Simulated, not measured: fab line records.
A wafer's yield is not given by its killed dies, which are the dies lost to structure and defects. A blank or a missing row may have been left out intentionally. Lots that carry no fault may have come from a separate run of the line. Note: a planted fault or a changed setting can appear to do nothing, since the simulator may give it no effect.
The tool behind it: which one? -- flow nand-harc -- 36 wafers from 12 lots sampled at 5 of the route's 1302 steps

== WHAT THE GAUGES SHOWED, per wafer ==
NHARC_END_SORT_01. Usual: defect-limited-yield 91 %, standard deviation 3.1; killed-at-array 57, standard deviation 21; killed-at-other 0.9, standard deviation 1.2; killed-at-periphery 4.2, standard deviation 2.9; killed-dies 62, standard deviation 21; killed-open 3.2, standard deviation 1.8; killed-short 2.4, standard deviation 1.5.
lot,measured,on,defect-limited-yield (%),killed-at-array,killed-at-other,killed-at-periphery,killed-dies,killed-open,killed-short,flag
L826,day 24 03:29,prober-02,87 90 88,84 62 76,1 1 2,4 2 3,89 65 81,6 4 5,2 1 3,
L827,day 25 04:04,prober-02,91 91 91,53 54 50,0 0 4,9 4 7,62 58 61,6 2 4,6 2 3,
L828,day 25 04:51,prober-01,92 94 93,48 43 45,0 0 0,4 0 2,52 43 47,2 5 0,4 1 5,
L829,day 25 19:28,prober-01,84 84 88,106 99 75,1 3 3,2 4 5,109 106 83,0 1 1,3 3 1,
L830,day 25 21:04,prober-02,92 92 92,48 51 47,1 2 2,8 1 5,57 54 54,3 4 4,1 5 0,
L831,day 27 06:38,prober-01,91 94 94,53 36 34,2 1 2,3 7 6,58 44 42,5 6 4,1 3 2,
L832,day 26 12:09,prober-02,84 84 85,107 105 99,2 0 0,2 0 1,111 105 100,6 7 5,1 1 2,
L834,day 27 23:22,prober-02,94 93 93,32 40 41,2 1 0,8 6 5,42 47 46,5 1 3,2 3 1,
L837,day 29 03:17,prober-02,94 95 95,35 29 32,0 0 0,6 5 3,41 34 35,2 4 2,2 3 1,
L843,day 30 15:49,prober-02,94 91 90,41 56 66,0 0 1,2 2 1,43 58 68,2 7 2,4 6 4,
L848,day 33 22:13,prober-02,95 95 95,27 30 28,1 1 2,5 2 5,33 33 35,1 2 5,4 2 3,
L849,day 34 09:01,prober-01,90 85 86,59 77 76,3 7 2,8 16 14,70 100 92,6 4 1,2 3 4,

== TOOL THAT RAN EACH LOT (tool first, then ch and the chambers of the sampled wafers, then the start) ==
lot,NHARC_P_M1_PVD_21,NHARC_P_M1_ANNEAL_31,NHARC_P_M2_EXPOSE_06,NHARC_P_M2_ETCH_35
L826,"pvd-sputter-01, day 6 10:37 or earlier","rtp-anneal-01 ch 0, day 6 10:37","arfi-scanner-02 ch 0, day 6 12:41","rie-diel-13 ch 1,3, day 6 13:08"
L827,"pvd-sputter-03, day 6 16:23 or earlier","rtp-anneal-01 ch 0, day 6 16:23","arfi-scanner-01 ch 0, day 6 18:28","rie-diel-04 ch 0,2,3, day 6 18:53"
L828,"pvd-sputter-01, day 7 04:53 or earlier","rtp-anneal-02 ch 0, day 7 04:53","arfi-scanner-03 ch 0, day 7 06:54","rie-diel-13 ch 0,1, day 7 07:19"
L829,"pvd-sputter-01, day 7 19:15 or earlier","rtp-anneal-02 ch 0, day 7 19:15","arfi-scanner-02 ch 0, day 7 21:19","rie-diel-04 ch 0,2,3, day 7 21:44"
L830,"pvd-sputter-03, day 8 01:31 or earlier","rtp-anneal-02 ch 0, day 8 01:31","arfi-scanner-01 ch 0, day 8 03:34","rie-diel-04 ch 0,1,2, day 8 03:59"
L831,"pvd-sputter-03, day 8 15:46 or earlier","rtp-anneal-02 ch 0, day 8 15:46","arfi-scanner-02 ch 0, day 8 17:57","rie-diel-13 ch 0,1,2, day 8 18:22"
L832,"pvd-sputter-02, day 8 18:07 or earlier","rtp-anneal-02 ch 0, day 8 18:07","arfi-scanner-02 ch 0, day 8 19:56","rie-diel-13 ch 1,2,3, day 8 20:21"
L834,"pvd-sputter-01, day 10 01:23 or earlier","rtp-anneal-01 ch 0, day 10 01:23","arfi-scanner-01 ch 0, day 10 03:29","rie-diel-13 ch 1,3, day 10 03:55"
L837,"pvd-sputter-02, day 11 08:05 or earlier","rtp-anneal-02 ch 0, day 11 08:05","arfi-scanner-03 ch 0, day 11 10:02","rie-diel-13 ch 1,2,3, day 11 10:28"
L843,"pvd-sputter-03, day 13 09:21 or earlier","rtp-anneal-01 ch 0, day 13 09:21","arfi-scanner-01 ch 0, day 13 11:29","rie-diel-04 ch 0,3, day 13 11:54"
L848,"pvd-sputter-01, day 15 16:47 or earlier","rtp-anneal-02 ch 0, day 15 16:47","arfi-scanner-03 ch 0, day 15 18:47","rie-diel-02 ch 0,2,3, day 15 19:13"
L849,"pvd-sputter-01, day 16 01:33 or earlier","rtp-anneal-02 ch 0, day 16 01:33","arfi-scanner-01 ch 0, day 16 03:37","rie-diel-13 ch 1,2, day 16 04:02"
- NHARC_P_M1_PVD_21: deposits Cu, target thk 30 nm, time 20.49 s.
- NHARC_P_M1_ANNEAL_31: time 90 s.
- NHARC_P_M2_EXPOSE_06: exposes mask P M2, target cd 170 nm.
- NHARC_P_M2_ETCH_35: etches the open film in N2/H2, target depth 40 nm, overetch 12 nm, time 43.94 s.

== AS READ BY THE TOOLS THEMSELVES (means over the sampled wafers that have a number; for cases with no such wafer, the mark the record gives instead) ==
NHARC_P_M1_PVD_21. Usual: throttle-valve-pct 30.0 %, standard deviation 0.84.
lot,tool,throttle-valve-pct (%),flag
L826,pvd-sputter-01,30.7,
L827,pvd-sputter-03,28.8,
L828,pvd-sputter-01,30.7,
L829,pvd-sputter-01,30.8,
L830,pvd-sputter-03,29.7,
L831,pvd-sputter-03,29.5,
L832,pvd-sputter-02,29.4,
L834,pvd-sputter-01,30.8,
L837,pvd-sputter-02,29.1,
L843,pvd-sputter-03,29.6,
L848,pvd-sputter-01,30.3,
L849,pvd-sputter-01,30.8,

NHARC_P_M1_ANNEAL_31. Usual: anneal-temp-c-max 225.9, standard deviation 0.31; wafer_temp_C_max 226.4, standard deviation 0.34.
lot,tool,anneal-temp-c-max,wafer_temp_C_max,flag
L826,rtp-anneal-01,225.8,226.6,
L827,rtp-anneal-01,225.7,226.7,
L828,rtp-anneal-02,225.6,226.0,
L829,rtp-anneal-02,226.1,226.3,
L830,rtp-anneal-02,226.2,226.3,
L831,rtp-anneal-02,226.1,226.4,
L832,rtp-anneal-02,226.4,226.2,
L834,rtp-anneal-01,225.8,226.5,
L837,rtp-anneal-02,226.1,226.1,
L843,rtp-anneal-01,225.6,227.1,
L848,rtp-anneal-02,226.1,226.3,
L849,rtp-anneal-02,225.9,226.2,

NHARC_P_M2_EXPOSE_06. Usual: exposure-dose-mJ-cm2 80.72, standard deviation 0.086.
lot,tool,exposure-dose-mJ-cm2,flag
L826,arfi-scanner-02,80.59,
L827,arfi-scanner-01,80.74,
L828,arfi-scanner-03,80.76,
L829,arfi-scanner-02,80.67,
L830,arfi-scanner-01,80.81,
L831,arfi-scanner-02,80.71,
L832,arfi-scanner-02,80.81,
L834,arfi-scanner-01,80.84,
L837,arfi-scanner-03,80.64,
L843,arfi-scanner-01,78.68,OFF
L848,arfi-scanner-03,80.76,
L849,arfi-scanner-01,79.14,OFF

NHARC_P_M2_ETCH_35. Usual: drypump-motor-current-A 5.5 A, standard deviation 0.47; h2-flow-sccm 150.0 sccm, standard deviation 0.44; mfc-ar-sccm 0.003 sccm, standard deviation 0.0081; oes-product-au 0.996 a.u., standard deviation 0.015; rf-vpp-V 431.2 V, standard deviation 2.5; showerhead-plenum-p-Torr 2.07 Torr, standard deviation 0.081; throttle-valve-pct 14.171 %, standard deviation 0.0089.
lot,tool,drypump-motor-current-A (A),h2-flow-sccm (sccm),mfc-ar-sccm (sccm),oes-product-au (a.u.),rf-vpp-V (V),showerhead-plenum-p-Torr (Torr),throttle-valve-pct (%),flag
L826,rie-diel-13,5.2,149.8,0.000,0.985,432.4,2.10,14.174,
L827,rie-diel-04,5.7,150.0,0.000,0.994,431.1,2.08,14.173,
L828,rie-diel-13,5.0,149.6,0.016,0.983,428.4,1.98,14.173,
L829,rie-diel-04,5.7,150.2,0.000,1.002,432.0,2.08,14.168,
L830,rie-diel-04,5.9,150.2,0.000,1.017,431.1,2.07,14.167,
L831,rie-diel-13,5.0,150.1,0.008,0.985,431.2,2.07,14.175,
L832,rie-diel-13,5.2,149.7,0.000,0.990,432.6,2.12,14.165,
L834,rie-diel-13,5.2,149.7,0.000,0.994,432.3,2.10,14.175,
L837,rie-diel-13,5.2,150.4,0.000,1.007,432.9,2.12,14.177,
L843,rie-diel-04,5.4,150.1,0.000,0.983,431.2,2.04,14.167,
L848,rie-diel-02,5.9,149.8,0.007,0.998,431.5,2.10,14.171,
L849,rie-diel-13,5.0,150.2,0.000,0.982,433.4,2.15,14.168,

== THE ANSWER, worked out from the rows above alone ==
Rule: a lot counts as off when the mean over its wafers that have a number is more than 3 standard deviations away from the usual mean. A lot without any number at a reading at which 4 lots or more have one is off too. The other lots that the step has rows for count as sound. After the gauges, taken in route order, come the tools' own readings; for these a lot's mean is taken, as printed above. At the first step where some lot is off, the reading lying furthest off is the one used; lots without a number count as furthest.
Off, at NHARC_P_M2_EXPOSE_06 on exposure-dose-mJ-cm2: L843, L849.
A tool fits if, at that step or a process step before it, it ran every lot that is off, and no sound lot after the first of them. NHARC_P_M1_PVD_21: start missing for some lots; hours and lot order therefore follow NHARC_P_M1_ANNEAL_31. One fits: NHARC_P_M2_EXPOSE_06 on arfi-scanner-01. Its last sound lot is L834 (day 10 03:29), its first lot that is off L843 (day 13 11:29): a fault that began between those two fits.
On the lots that are off, the tool's own readings at NHARC_P_M2_EXPOSE_06 differ by more than 5 times the standard deviation of the sound lots' means, which bears it out; exposure-dose-mJ-cm2 reads 78.91 there versus 80.73 on the sound lots.

== WHAT THE SIMULATOR HAD PUT IN ==
Drift in process parameters on arfi-scanner-01 at NHARC_P_M2_EXPOSE_06, starting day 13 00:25. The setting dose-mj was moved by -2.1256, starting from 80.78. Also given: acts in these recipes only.
Lots struck among those shown: L843, L849. The rule above reached the same finding.
